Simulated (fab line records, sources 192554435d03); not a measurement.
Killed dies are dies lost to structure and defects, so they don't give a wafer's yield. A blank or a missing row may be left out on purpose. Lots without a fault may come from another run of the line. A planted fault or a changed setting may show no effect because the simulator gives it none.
fab line records | flow n5_finfet
record lots=24 wafers=72 last_day=20
route steps=1938 shown BEOL_M7@1323 BEOL_M8@1332
lots that met no fault: from a run of the same line without faults
start_h: hours from the record's first day to the start of the lot's first wafer shown | wait_h: hours since the lot's step before | " the same as in the row above | L1.1+2: a row that stands for several wafers | - no value, or no start given | * or withheld: withheld | < > ~ a bound
route shown NAME@n: a module of which the file shows steps, and the number in the route of the first | usual: mean/standard deviation of fault-free wafers | same: alike in all rows | chamber/n: place in a boat | sites: the reading at each site | _std_site: their standard deviation | _edge_site: outer sites' mean less inner sites' | radius_mm: how far each site lies from the wafer's centre | mask NAME#n: copy n | behind: the tool/chamber that last shaped the wafer | hold: why the lot was held/for how many hours/how that ended | device: the transistor (n, p or np) that didn't switch | end of line: the same wafers' tests at the end of the route | a step without rows: its recipe alone | killed: dies lost to structure and defects at the first sort, not the wafer's yield | map: a wafer's dies, x killed, . not, _ none there
set.NAME: the setting as run; set.NAME@STEP: as run at that earlier step | model.NAME: the simulator's own value behind a step, which no gauge read
steps of the route over a sample of lots; a table a step, a row a wafer
services: from which hour (start_h, from the record's first day; less than 0 if before it) a tool's chamber was out of use, for how many hours, and why
## steps
# step N5_BEOL_M7_SPUTTER_48
# recipe material=Cu target_thk_a=100 temp_c=-20 bias_v=60 power_w=26000 chamber_pressure_pa=0.13 time_s=1.667
# usual cathode_dc_power_W=26000/5.1 substrate_temp_c=-20.01/0.12 throttle_valve_pct=30.2/1.1
# columns lot.wafer tool chamber start_h wait_h cathode_dc_power_W substrate_temp_c throttle_valve_pct
L075.2 pvd_sputter-03 - 193.57 1.1 26001 -19.88 30.7
L075.5 " - " " 25995 -20.00 30.5
L075.6 " - " " 25995 -20.18 28.9
L074.2 pvd_sputter-02 - 198.80 0.2 26003 -19.85 30.2
L074.4 " - " " 26001 -20.07 31.6
L074.6 " - " " 25991 -19.93 30.3
L076.2 pvd_sputter-01 - 215.39 0.2 26004 -20.03 31.4
L076.3 " - " " 25998 -20.06 30.7
L076.4 " - " " 26009 -19.81 31.8
L077.2 pvd_sputter-01 - 216.14 0.1 26003 -20.11 31.6
L077.4 " - " " 26000 -19.91 30.7
L077.5 " - " " 25995 -20.08 31.5
L078.1 pvd_sputter-03 - 216.44 0.1 26003 -20.05 29.8
L078.2 " - " " 26006 -20.04 30.3
L078.6 " - " " 26006 -19.86 30.9
L079.2 pvd_sputter-02 - 221.03 0.1 25998 -20.02 30.3
L079.3 " - " " 26010 -19.98 31.7
L079.4 " - " " 25999 -20.04 28.0
L080.1 pvd_sputter-01 - 223.36 0.2 26009 -19.80 31.4
L080.3 " - " " 26003 -19.95 30.4
L080.4 " - " " 25994 -19.84 31.3
L081.3 pvd_sputter-02 - 227.09 0.1 25999 -19.88 30.7
L081.5 " - " " 26002 -19.86 30.2
L081.6 " - " " 26004 -19.93 31.5
L082.1 pvd_sputter-01 - 238.44 0.1 25995 -20.17 31.0
L082.3 " - " " 25997 -20.01 31.7
L082.5 " - " " 26001 -19.98 30.7
L083.3 pvd_sputter-03 - 240.17 0.1 26001 -19.96 30.9
L083.4 " - " " 26007 -19.89 30.3
L083.5 " - " " 26005 -20.12 29.1
L084.2 pvd_sputter-02 - 244.80 0.1 25996 -20.21 28.1
L084.5 " - " " 25998 -19.95 30.2
L084.6 " - " " 25991 -19.98 31.4
L085.1 pvd_sputter-03 - 247.15 0.1 26000 -20.14 29.5
L085.3 " - " " 26002 -19.95 30.7
L085.6 " - " " 25999 -20.05 30.2
L087.1 pvd_sputter-02 - 327.38 0.1 25997 -19.96 30.9
L087.2 " - " " 26003 -19.96 29.9
L087.5 " - " " 25994 -19.95 31.3
L088.1 pvd_sputter-01 - 335.66 0.1 26000 -20.19 30.4
L088.2 " - " " 25995 -20.08 31.4
L088.4 " - " " 26004 -20.11 28.2
L086.1 pvd_sputter-01 - 337.78 1.3 25997 -20.03 31.4
L086.5 " - " " 25991 -20.13 28.3
L086.6 " - " " 25999 -20.09 30.5
L093.3 pvd_sputter-02 - 339.59 0.1 25998 -20.00 28.1
L093.4 " - " " 26002 -19.97 31.4
L093.6 " - " " 25998 -20.02 30.2
L089.3 pvd_sputter-03 - 339.81 0.1 26003 -20.00 31.0
L089.4 " - " " 25994 -19.96 29.4
L089.6 " - " " 25992 -19.89 30.8
L094.1 pvd_sputter-01 - 347.02 0.2 26003 -19.97 31.6
L094.4 " - " " 25997 -19.96 31.3
L094.5 " - " " 25995 -19.86 28.2
L096.1 pvd_sputter-03 - 347.37 0.1 26005 -20.02 29.0
L096.5 " - " " 26002 -20.11 30.2
L096.6 " - " " 26001 -20.00 29.3
L091.3 pvd_sputter-02 - 356.41 0.1 25992 -19.91 29.8
L091.5 " - " " 25999 -20.17 28.1
L091.6 " - " " 26006 -20.04 30.7
L090.2 pvd_sputter-02 - 356.89 0.1 25997 -20.05 28.1
L090.4 " - " " 26004 -20.10 30.3
L090.5 " - " " 25998 -20.21 30.7
L095.3 pvd_sputter-01 - 360.76 1.4 25994 -20.05 30.7
L095.5 " - " " 25996 -20.07 31.3
L095.6 " - " " 25994 -20.13 31.5
L097.4 pvd_sputter-01 - 363.92 1.4 26004 -20.11 30.6
L097.5 " - " " 26005 -19.96 30.5
L097.6 " - " " 26011 -19.98 31.1
L092.1 pvd_sputter-02 - 369.38 0.1 25996 -19.94 31.4
L092.3 " - " " 25997 -20.08 28.2
L092.5 " - " " 26004 -20.18 28.1
# step N5_BEOL_M7_CMP_52
# recipe stop_on=SiCOH_lowk t_overpolish_s=6.9 down_force_psi=1 platen_rpm=50 clearing_platen_down_force_psi=1.5 clearing_platen_rpm=50 post_cmp_clean=cu_alkaline target_thk_nm=80 clearing_platen_pad_velocity_m_s=0.99484 pad_velocity_m_s=0.99484
# usual barrier_field_endpoint_s=29.3/0.68 motor_current_A=5.9/0.5 overpolish_run_s=6.901/0.0097 time_to_endpoint_s=63.5/2.7
# columns lot.wafer tool chamber start_h wait_h barrier_field_endpoint_s motor_current_A overpolish_run_s time_to_endpoint_s
L075.2 cmp-02 1 194.15 0.3 28.9 6.3 6.893 61.7
L075.6 " 3 " " 29.2 6.4 6.908 60.5
L075.5 " 0 " " 30.1 6.2 6.911 65.1
L074.2 cmp-03 0 199.36 0.3 30.1 5.6 6.892 65.0
L074.4 " 1 " " 29.4 5.6 6.891 61.7
L074.6 " 3 " " 29.9 6.3 6.907 66.6
L076.2 cmp-01 3 216.14 0.2 29.7 6.1 6.909 64.1
L076.4 " 1 " " 28.9 5.9 6.894 61.7
L076.3 " 2 " " 29.7 5.8 6.903 66.2
L077.2 cmp-03 1 217.53 0.3 29.7 6.0 6.884 58.6
L077.4 " 2 " " 29.1 6.3 6.887 62.0
L077.5 " 0 " " 29.8 5.6 6.902 62.1
L078.2 cmp-03 1 217.91 0.2 28.0 5.8 6.890 58.9
L078.1 " 3 " " 28.4 6.5 6.902 63.1
L078.6 " 1 " " 29.1 5.8 6.912 59.5
L079.2 cmp-01 2 222.04 0.2 28.9 5.9 6.902 67.1
L079.4 " 3 " " 29.8 6.3 6.916 66.3
L079.3 " 0 " " 29.6 4.7 6.901 65.8
L080.1 cmp-02 3 224.29 0.5 29.5 6.3 6.915 65.5
L080.3 " 1 " " 29.8 6.1 6.891 67.7
L080.4 " 2 " " 29.6 5.9 6.901 63.6
L081.3 cmp-01 3 227.61 0.2 29.1 6.4 6.891 64.9
L081.6 " 3 " " 29.8 6.1 6.909 64.1
L081.5 " 0 " " 28.5 4.7 6.904 65.5
L082.3 cmp-03 0 238.99 0.2 29.4 5.3 6.895 64.0
L082.1 " 2 " " 28.5 6.4 6.905 57.9
L082.5 " 0 " " 28.7 5.6 6.886 60.9
L083.4 cmp-03 2 240.77 0.2 28.4 6.1 6.906 59.3
L083.3 " 3 " " 28.1 6.5 6.910 63.9
L083.5 " 1 " " 28.5 5.6 6.903 60.4
L084.2 cmp-02 3 245.83 0.2 28.6 6.5 6.910 64.2
L084.6 " 3 " " 30.1 6.6 6.903 65.1
L084.5 " 0 " " 30.3 6.1 6.908 67.8
L085.3 cmp-03 2 247.75 0.2 28.2 6.2 6.905 60.0
L085.1 " 3 " " 28.9 6.4 6.896 62.5
L085.6 " 1 " " 27.8 5.6 6.890 57.2
L087.2 cmp-01 1 327.90 0.2 29.5 6.3 6.892 63.5
L087.1 " 2 " " 29.5 5.6 6.907 64.3
L087.5 " 2 " " 29.5 5.7 6.909 64.1
L088.4 cmp-03 0 336.20 0.2 30.8 5.6 6.896 65.7
L088.1 " 1 " " 29.2 5.9 6.900 62.8
L088.2 " 2 " " 29.3 6.1 6.898 61.4
L086.1 cmp-02 1 338.50 0.4 29.2 6.0 6.906 62.6
L086.5 " 2 " " 28.9 5.6 6.897 62.8
L086.6 " 3 " " 29.3 6.4 6.899 60.5
L093.3 cmp-02 3 340.10 0.2 29.4 6.7 6.898 61.4
L093.4 " 2 " " 29.3 5.5 6.887 61.7
L093.6 " 3 " " 28.5 6.4 6.896 61.9
L089.4 cmp-02 0 340.44 0.2 28.6 6.0 6.892 64.6
L089.3 " 2 " " 28.3 5.4 6.900 62.4
L089.6 " 0 " " 28.8 5.7 6.894 60.5
L094.4 cmp-01 3 347.83 0.1 29.8 6.4 6.890 66.0
L094.1 " 1 " " 28.8 6.4 6.903 64.3
L094.5 " 3 " " 29.8 6.1 6.891 64.7
L096.1 cmp-01 1 348.10 0.4 29.5 5.9 6.911 65.3
L096.6 " 0 " " 30.5 4.7 6.911 68.6
L096.5 " 1 " " 29.6 6.2 6.903 65.4
L091.3 cmp-03 1 356.92 0.2 28.6 5.9 6.893 61.4
L091.6 " 1 " " 28.4 6.1 6.907 58.8
L091.5 " 2 " " 29.4 6.0 6.915 62.4
L090.2 cmp-03 2 358.24 0.3 28.7 6.0 6.892 64.8
L090.4 " 1 " " 29.8 5.6 6.891 66.0
L090.5 " 2 " " 29.2 6.1 6.921 64.9
L095.3 cmp-03 0 361.31 0.2 29.9 5.5 6.894 65.5
L095.5 " 0 " " 30.0 5.6 6.889 67.5
L095.6 " 1 " " 29.3 5.7 6.904 64.0
L097.4 cmp-02 2 364.43 0.1 29.5 5.9 6.902 67.1
L097.6 " 2 " " 30.5 5.7 6.898 66.7
L097.5 " 3 " " 29.5 6.9 6.892 61.9
L092.1 cmp-02 3 369.99 0.4 28.2 6.3 6.886 63.5
L092.3 " 0 " " 28.8 5.5 6.910 61.7
L092.5 " 1 " " 29.1 6.5 6.918 59.6
# step N5_BEOL_M7_INSPECT_58
# recipe inspect_instrument=darkfield mode=post_dep
# usual raw_defect_count=68/22
# columns lot.wafer tool chamber start_h wait_h raw_defect_count
L075.2 defect_inspect-02 - 194.53 0.0 135
L075.5 " - " " 78
L075.6 " - " " 89
L074.2 defect_inspect-02 - 200.08 0.3 39
L074.4 " - " " 43
L074.6 " - " " 47
L076.2 defect_inspect-01 - 216.62 0.0 68
L076.3 " - " " 43
L076.4 " - " " 71
L077.2 defect_inspect-02 - 217.91 0.0 71
L077.4 " - " " 41
L077.5 " - " " 47
L078.1 defect_inspect-01 - 218.39 0.0 45
L078.2 " - " " 24
L078.6 " - " " 45
L079.2 defect_inspect-02 - 222.46 0.0 85
L079.3 " - " " 66
L079.4 " - " " 54
L080.1 defect_inspect-02 - 224.74 0.0 42
L080.3 " - " " 45
L080.4 " - " " 62
L081.3 defect_inspect-01 - 228.09 0.0 49
L081.5 " - " " 100
L081.6 " - " " 64
L082.1 defect_inspect-02 - 240.41 1.0 79
L082.3 " - " " 88
L082.5 " - " " 87
L083.3 defect_inspect-01 - 241.18 0.0 67
L083.4 " - " " 46
L083.5 " - " " 54
L084.2 defect_inspect-01 - 246.28 0.0 79
L084.5 " - " " 76
L084.6 " - " " 78
L085.1 defect_inspect-02 - 248.17 0.0 64
L085.3 " - " " 107
L085.6 " - " " 88
L087.1 defect_inspect-02 - 328.35 0.0 60
L087.2 " - " " 87
L087.5 " - " " 76
L088.1 defect_inspect-01 - 336.62 0.0 56
L088.2 " - " " 57
L088.4 " - " " 42
L086.1 defect_inspect-01 - 338.84 0.0 63
L086.5 " - " " 102
L086.6 " - " " 40
L093.3 defect_inspect-02 - 340.55 0.0 77
L093.4 " - " " 63
L093.6 " - " " 40
L089.3 defect_inspect-02 - 340.86 0.0 83
L089.4 " - " " 93
L089.6 " - " " 122
L094.1 defect_inspect-01 - 348.28 0.0 68
L094.4 " - " " 56
L094.5 " - " " 61
L096.1 defect_inspect-01 - 348.51 0.0 83
L096.5 " - " " 86
L096.6 " - " " 61
L091.3 defect_inspect-02 - 357.40 0.0 71
L091.5 " - " " 76
L091.6 " - " " 44
L090.2 defect_inspect-02 - 358.70 0.0 44
L090.4 " - " " 33
L090.5 " - " " 66
L095.3 defect_inspect-02 - 361.76 0.0 60
L095.5 " - " " 56
L095.6 " - " " 87
L097.4 defect_inspect-02 - 364.88 0.0 95
L097.5 " - " " 101
L097.6 " - " " 69
L092.1 defect_inspect-02 - 370.37 0.0 66
L092.3 " - " " 65
L092.5 " - " " 105
# step N5_BEOL_M8_ILD_DEP_00
# recipe material=SiCOH_lowk target_thk_a=1797.5 temp_c=300 precursor=DEMS/porogen pressure_torr=5 rf_w=500 time_s=33.4
# usual heater_power_w=304/33 showerhead_plenum_p_Torr=5.730/0.017 throttle_valve_pct=13.9/0.83
# columns lot.wafer tool chamber start_h wait_h heater_power_w showerhead_plenum_p_Torr since_wet_clean_h throttle_valve_pct
L075.2 pecvd-04 1 194.56 0.0 353 5.730 1986 15.1
L075.5 " 2 " " 293 5.732 - 13.2
L075.6 " 0 " " 283 5.744 - 13.1
L074.2 pecvd-04 2 200.12 0.0 346 5.726 512 13.2
L074.4 " 2 " " 341 5.723 - 13.2
L074.6 " 1 " " 366 5.720 - 15.3
L076.2 pecvd-01 0 216.66 0.0 317 5.733 739 14.5
L076.3 " 1 " " 324 5.757 - 14.8
L076.4 " 0 " " 256 5.715 - 14.7
L077.2 pecvd-01 0 217.95 0.0 323 5.742 741 14.7
L077.4 " 1 " " 313 5.755 - 14.7
L077.5 " 1 " " 301 5.729 - 14.9
L078.1 pecvd-03 2 218.43 0.0 290 5.718 350 13.3
L078.2 " 1 " " 283 5.716 1829 13.1
L078.6 " 1 " " 282 5.693 - 13.0
L079.2 pecvd-01 0 222.49 0.0 300 5.723 745 14.7
L079.3 " 1 " " 317 5.750 - 14.9
L079.4 " 0 " " 303 5.738 - 14.6
L080.1 pecvd-01 0 224.78 0.0 304 5.732 747 14.6
L080.3 " 0 " " 315 5.716 - 14.5
L080.4 " 1 " " 299 5.735 - 14.8
L081.3 pecvd-01 0 228.15 0.1 286 5.730 - 14.7
L081.5 " 0 " " 297 5.722 - 14.5
L081.6 " 1 " " 319 5.731 - 14.9
L082.1 pecvd-03 2 240.49 0.1 307 5.721 372 13.4
L082.3 " 0 " " 370 5.743 1126 13.7
L082.5 " 0 " " 374 5.744 - 13.9
L083.3 pecvd-01 0 241.22 0.0 299 5.729 764 14.5
L083.4 " 0 " " 299 5.726 - 14.4
L083.5 " 2 " " 251 5.751 - 12.5
L084.2 pecvd-04 2 246.32 0.0 360 5.711 559 13.4
L084.5 " 2 " " 367 5.730 - 13.4
L084.6 " 0 " " 226 5.754 - 13.4
L085.1 pecvd-03 2 248.20 0.0 296 5.719 379 12.9
L085.3 " 1 " " 293 5.710 1858 12.6
L085.6 " 0 " " 353 5.732 - 14.0
L087.1 pecvd-04 2 328.39 0.0 317 5.725 641 13.3
L087.2 " 0 " " 288 5.742 1395 13.3
L087.5 " 1 " " 334 5.721 - 14.8
L088.1 pecvd-04 2 336.65 0.0 365 5.713 649 13.4
L088.2 " 1 " " 322 5.737 2128 15.1
L088.4 " 1 " " 341 5.733 - 15.1
L086.1 pecvd-03 1 338.87 0.0 274 5.689 1949 13.1
L086.5 " 2 " " 296 5.712 - 13.3
L086.6 " 1 " " 283 5.707 - 12.9
L093.3 pecvd-01 0 340.59 0.0 280 5.736 863 15.0
L093.4 " 2 " " 254 5.751 - 12.8
L093.6 " 0 " " 290 5.733 - 15.0
L089.3 pecvd-03 1 340.89 0.0 265 5.694 1951 13.0
L089.4 " 1 " " 269 5.703 - 12.8
L089.6 " 0 " " 332 5.740 - 13.9
L094.1 pecvd-04 0 348.32 0.0 244 5.742 1415 13.3
L094.4 " 1 " " 303 5.711 - 14.9
L094.5 " 2 " " 324 5.717 - 13.7
L096.1 pecvd-03 2 348.55 0.0 263 5.720 480 13.4
L096.5 " 2 " " 263 5.699 - 13.3
L096.6 " 1 " " 301 5.704 - 13.0
L091.3 pecvd-03 0 357.44 0.0 366 5.736 1243 14.0
L091.5 " 2 " " 271 5.724 - 13.4
L091.6 " 0 " " 371 5.737 - 13.7
L090.2 pecvd-01 2 358.73 0.0 261 5.734 127 12.6
L090.4 " 0 " " 312 5.740 - 14.9
L090.5 " 2 " " 266 5.734 - 12.9
L095.3 pecvd-04 1 361.80 0.0 326 5.734 2153 15.1
L095.5 " 0 " " 289 5.752 - 13.4
L095.6 " 1 " " 326 5.738 - 15.1
L097.4 pecvd-03 0 364.94 0.1 321 5.742 - 14.0
L097.5 " 1 " " 289 5.710 - 12.8
L097.6 " 2 " " 263 5.729 - 13.1
L092.1 pecvd-03 1 370.40 0.0 313 5.703 1981 12.9
L092.3 " 0 " " 323 5.742 1256 13.9
L092.5 " 0 " " 325 5.752 - 13.9
# step N5_BEOL_M8_HM_DEP_02
# recipe material=TiN target_thk_a=200 temp_c=25 chamber_pressure_pa=0.49996
# usual substrate_temp_c=25.00/0.1 throttle_valve_pct=30.1/1.1
# columns lot.wafer tool chamber start_h wait_h substrate_temp_c throttle_valve_pct
L075.2 pvd_sputter-03 - 195.69 0.5 24.91 29.1
L075.5 " - " " 25.06 29.7
L075.6 " - " " 24.97 30.5
L074.2 pvd_sputter-02 - 201.04 0.3 25.07 30.9
L074.4 " - " " 24.97 30.2
L074.6 " - " " 25.03 31.5
L076.2 pvd_sputter-03 - 217.38 0.1 25.08 30.2
L076.3 " - " " 24.93 29.5
L076.4 " - " " 24.92 29.3
L078.1 pvd_sputter-02 - 219.19 0.1 25.04 31.3
L078.2 " - " " 24.76 30.0
L078.6 " - " " 25.05 30.5
L077.2 pvd_sputter-02 - 219.49 0.0 25.13 29.9
L077.4 " - " " 24.90 28.3
L077.5 " - " " 25.04 28.1
L079.2 pvd_sputter-01 - 223.44 0.3 24.97 31.1
L079.3 " - " " 24.88 30.6
L079.4 " - " " 24.93 28.2
L080.1 pvd_sputter-03 - 225.97 0.5 24.85 30.7
L080.3 " - " " 24.94 30.1
L080.4 " - " " 24.87 29.5
L081.3 pvd_sputter-01 - 229.13 0.0 25.05 30.9
L081.5 " - " " 25.08 28.2
L081.6 " - " " 25.05 30.7
L082.1 pvd_sputter-03 - 241.65 0.0 25.11 29.7
L082.3 " - " " 24.91 30.4
L082.5 " - " " 24.93 30.3
L083.3 pvd_sputter-01 - 242.40 0.1 24.96 30.5
L083.4 " - " " 25.04 31.3
L083.5 " - " " 25.05 31.1
L084.2 pvd_sputter-02 - 247.00 0.0 25.10 31.3
L084.5 " - " " 24.98 29.9
L084.6 " - " " 25.00 31.2
L085.1 pvd_sputter-02 - 248.88 0.0 24.97 30.0
L085.3 " - " " 24.85 30.8
L085.6 " - " " 24.84 30.8
L087.1 pvd_sputter-01 - 329.38 0.4 24.86 30.4
L087.2 " - " " 25.28 31.0
L087.5 " - " " 24.97 30.6
L088.1 pvd_sputter-02 - 338.62 1.3 24.87 31.4
L088.2 " - " " 24.94 30.5
L088.4 " - " " 24.98 28.4
L086.1 pvd_sputter-03 - 339.71 0.2 24.90 31.0
L086.5 " - " " 25.08 30.3
L086.6 " - " " 24.84 29.0
L093.3 pvd_sputter-02 - 344.68 3.5 24.82 30.1
L093.4 " - " " 24.94 30.4
L093.6 " - " " 25.08 28.2
L089.3 pvd_sputter-02 - 344.88 3.4 25.00 28.3
L089.4 " - " " 25.04 31.7
L089.6 " - " " 25.15 28.2
L094.1 pvd_sputter-03 - 351.23 1.9 25.05 29.5
L094.4 " - " " 25.20 30.3
L094.5 " - " " 25.12 30.8
L096.1 pvd_sputter-02 - 351.28 1.8 25.14 30.6
L096.5 " - " " 25.02 28.1
L096.6 " - " " 25.23 30.6
L091.3 pvd_sputter-01 - 358.11 0.0 25.07 31.1
L091.5 " - " " 25.12 31.2
L091.6 " - " " 24.99 31.3
L090.2 pvd_sputter-02 - 360.99 1.6 25.06 30.5
L090.4 " - " " 24.94 28.1
L090.5 " - " " 25.10 31.4
L095.3 pvd_sputter-03 - 364.53 2.1 24.97 30.6
L095.5 " - " " 25.09 29.4
L095.6 " - " " 25.01 30.9
L097.4 pvd_sputter-03 - 366.85 0.4 25.02 30.8
L097.5 " - " " 25.13 30.6
L097.6 " - " " 24.97 29.6
L092.1 pvd_sputter-03 - 371.68 0.2 25.00 31.0
L092.3 " - " " 24.79 29.3
L092.5 " - " " 24.92 29.2
# step N5_BEOL_M8_ETCH_61
# recipe chemistry=CF4 target=SiARC target_depth_a=455 mask_material=CAR-ArF time_s=75.8 ion_energy_ev=80 pressure_mtorr=40 source_w=545 bias_w=36 Ar_flow_sccm=100 cf4_flow_sccm=100 ends=cleared
# usual drypump_motor_current_A=5.6/0.56 etch_rf_on_time_s=75.5/1.7 oes_product_au=0.71/0.078 rf_vpp_V=184.2/1.1 showerhead_plenum_p_Torr=2.14/0.068 throttle_valve_pct=15.49/0.26
# columns lot.wafer tool chamber start_h wait_h drypump_motor_current_A etch_rf_on_time_s oes_product_au rf_hours_counter_h rf_vpp_V showerhead_plenum_p_Torr throttle_valve_pct
L075.2 rie_diel-01 3 196.31 0.0 6.0 75.7 0.67 113 184.1 2.16 15.95
L075.5 " 0 " " 5.8 72.8 0.79 - 184.3 2.19 15.20
L075.6 " 3 " " 6.1 75.0 0.67 - 184.6 2.16 15.96
L074.2 rie_diel-05 3 201.85 0.0 6.6 74.9 0.77 20 183.2 2.10 15.11
L074.4 " 0 " " 5.7 74.7 0.61 235 183.3 2.11 15.77
L074.6 " 3 " " 6.6 74.8 0.77 - 183.6 2.10 15.14
L076.2 rie_diel-01 0 218.21 0.0 5.8 71.9 0.79 35 185.9 2.18 15.23
L076.3 " 3 " " 6.0 75.1 0.66 121 183.9 2.16 15.97
L076.4 " 1 " " 6.0 75.9 0.67 91 183.6 2.15 15.39
L078.1 rie_diel-01 0 220.11 0.0 5.8 72.8 0.78 35 184.4 2.18 15.21
L078.2 " 1 " " 6.0 75.8 0.67 92 184.3 2.15 15.38
L078.6 " 0 " " 5.8 73.1 0.78 - 184.0 2.18 15.22
L077.2 rie_diel-05 2 220.12 0.0 6.1 73.1 0.80 17 184.2 2.18 15.21
L077.4 " 0 " " 5.6 75.7 0.60 241 184.3 2.11 15.79
L077.5 " 3 " " 6.6 75.2 0.76 - 183.3 2.10 15.14
L079.2 rie_diel-05 0 224.06 0.0 5.7 75.4 0.61 242 183.5 2.11 15.78
L079.3 " 1 " " 5.8 74.9 0.59 228 183.0 2.03 15.92
L079.4 " 3 " " 6.6 75.0 0.75 27 184.0 2.10 15.15
L080.1 rie_diel-05 1 226.59 0.0 5.8 75.5 0.59 228 181.4 2.03 15.92
L080.3 " 2 " " 6.1 73.1 0.80 19 185.5 2.18 15.22
L080.4 " 0 " " 5.7 76.2 0.60 243 184.1 2.11 15.79
L081.3 rie_diel-06 1 229.92 0.0 5.3 77.5 0.59 226 183.1 2.03 15.69
L081.5 " 0 " " 5.4 80.0 0.68 - 184.8 2.18 15.37
L081.6 " 2 " " 4.6 76.4 0.67 - 183.8 2.15 15.78
L082.1 rie_diel-06 2 242.36 0.0 4.6 74.8 0.68 114 185.3 2.15 15.79
L082.3 " 1 " " 5.3 77.0 0.59 232 182.8 2.03 15.71
L082.5 " 0 " " 5.4 78.6 0.68 - 184.2 2.18 15.39
L083.3 rie_diel-05 0 243.04 0.0 5.7 76.1 0.59 250 184.5 2.11 15.81
L083.4 " 3 " " 6.6 75.4 0.74 33 183.4 2.09 15.16
L083.5 " 3 " " 6.6 74.9 0.75 - 183.2 2.09 15.15
L084.2 rie_diel-06 1 247.50 0.0 5.3 76.2 0.59 234 182.2 2.03 15.73
L084.5 " 3 " " 5.6 75.2 0.82 - 184.8 2.10 15.28
L084.6 " 2 " " 4.6 75.6 0.67 - 183.6 2.15 15.81
L085.1 rie_diel-06 2 249.64 0.0 4.6 75.7 0.67 116 185.4 2.15 15.80
L085.3 " 1 " " 5.3 76.5 0.59 235 184.3 2.03 15.73
L085.6 " 1 " " 5.3 76.6 0.59 - 182.0 2.03 15.71
L087.1 rie_diel-06 3 329.87 0.0 5.6 76.3 0.76 28 181.8 2.09 15.36
L087.2 " 0 " " 5.5 77.9 0.67 119 183.9 2.17 15.45
L087.5 " 1 " " 5.3 73.4 0.85 - 185.4 2.27 15.26
L088.1 rie_diel-05 2 339.12 0.0 6.1 74.4 0.74 54 183.6 2.17 15.29
L088.2 " 0 " " 5.6 75.2 0.77 21 182.6 2.10 15.40
L088.4 " 3 " " 6.6 75.4 0.70 62 183.3 2.08 15.23
L086.1 rie_diel-06 0 340.21 0.0 5.5 78.6 0.65 122 184.5 2.17 15.46
L086.5 " 1 " " 5.3 74.6 0.82 - 187.1 2.27 15.28
L086.6 " 2 " " 4.6 75.0 0.65 - 184.3 2.14 15.84
L093.3 rie_diel-06 1 345.35 0.0 5.3 74.5 0.82 6 185.2 2.27 15.27
L093.4 " 0 " " 5.5 79.1 0.65 123 185.9 2.17 15.44
L093.6 " 1 " " 5.3 74.8 0.82 - 185.6 2.27 15.26
L089.3 rie_diel-05 3 345.50 0.0 6.6 76.1 0.70 64 183.8 2.08 15.21
L089.4 " 1 " " 5.8 72.7 0.84 10 186.2 2.27 15.48
L089.6 " 0 " " 5.7 74.5 0.77 - 182.5 2.10 15.39
L094.1 rie_diel-05 0 351.85 0.0 5.7 75.2 0.77 24 185.1 2.10 15.39
L094.4 " 3 " " 6.6 75.8 0.69 - 183.6 2.08 15.23
L094.5 " 1 " " 5.8 72.4 0.83 - 185.9 2.27 15.47
L096.1 rie_diel-05 0 352.11 0.0 5.7 74.5 0.77 24 183.6 2.10 15.40
L096.5 " 1 " " 5.8 73.5 0.83 - 184.7 2.27 15.46
L096.6 " 0 " " 5.7 74.2 0.77 - 183.3 2.10 15.42
L091.3 rie_diel-06 3 358.61 0.0 5.6 75.9 0.75 34 183.0 2.09 15.35
L091.5 " 1 " " 5.3 73.9 0.82 - 186.1 2.27 15.27
L091.6 " 0 " " 5.5 78.4 0.65 - 185.6 2.16 15.46
L090.2 rie_diel-06 2 361.67 0.0 4.6 75.3 0.65 150 184.5 2.14 15.87
L090.4 " 1 " " 5.3 74.6 0.81 9 185.2 2.27 15.28
L090.5 " 3 " " 5.6 75.9 0.75 - 183.6 2.09 15.38
L095.3 rie_diel-05 0 365.02 0.0 5.7 73.8 0.76 29 183.8 2.10 15.42
L095.5 " 3 " " 6.6 76.2 0.69 - 184.6 2.08 15.23
L095.6 " 0 " " 5.7 74.3 0.77 - 183.4 2.10 15.41
L097.4 rie_diel-06 0 367.47 0.0 5.5 79.1 0.65 128 184.4 2.16 15.46
L097.5 " 1 " " 5.3 75.2 0.81 - 185.3 2.27 15.27
L097.6 " 2 " " 4.6 76.2 0.65 - 184.1 2.14 15.87
L092.1 rie_diel-06 0 372.45 0.0 5.5 78.4 0.64 129 183.6 2.16 15.45
L092.3 " 2 " " 4.6 74.9 0.65 154 185.1 2.14 15.87
L092.5 " 1 " " 5.3 73.5 0.81 - 185.3 2.27 15.29
## services
# columns tool chamber start_h hours kind
cmp-01 - 187.08 7.0 pm
cmp-02 - 194.57 0.9 repair
cmp-02 - 197.27 4.0 pm
cmp-02 - 220.92 0.7 repair
cmp-02 - 227.92 8.2 pm
cmp-02 - 254.58 1.5 repair
cmp-03 - 272.33 1.2 repair
pecvd-03 2 275.27 8.4 repair
rie_diel-05 3 276.08 2.3 repair
cmp-01 - 281.55 2.3 repair
pecvd-04 - 289.65 1.4 repair
cmp-03 - 292.28 4.4 pm
rie_diel-06 3 293.23 2.9 repair
pecvd-01 - 295.24 5.5 pm
rie_diel-06 2 303.16 1.3 repair
pvd_sputter-01 - 303.96 11.5 repair
cmp-03 - 308.57 4.0 pm
pecvd-03 0 315.61 23.5 repair
cmp-01 - 336.82 3.7 repair
cmp-03 - 346.29 2.5 repair
pecvd-01 - 346.46 0.5 repair
rie_diel-05 2 351.67 2.7 repair
pecvd-03 - 355.61 1.0 repair
rie_diel-06 3 370.26 15.6 repair
## key
fault none
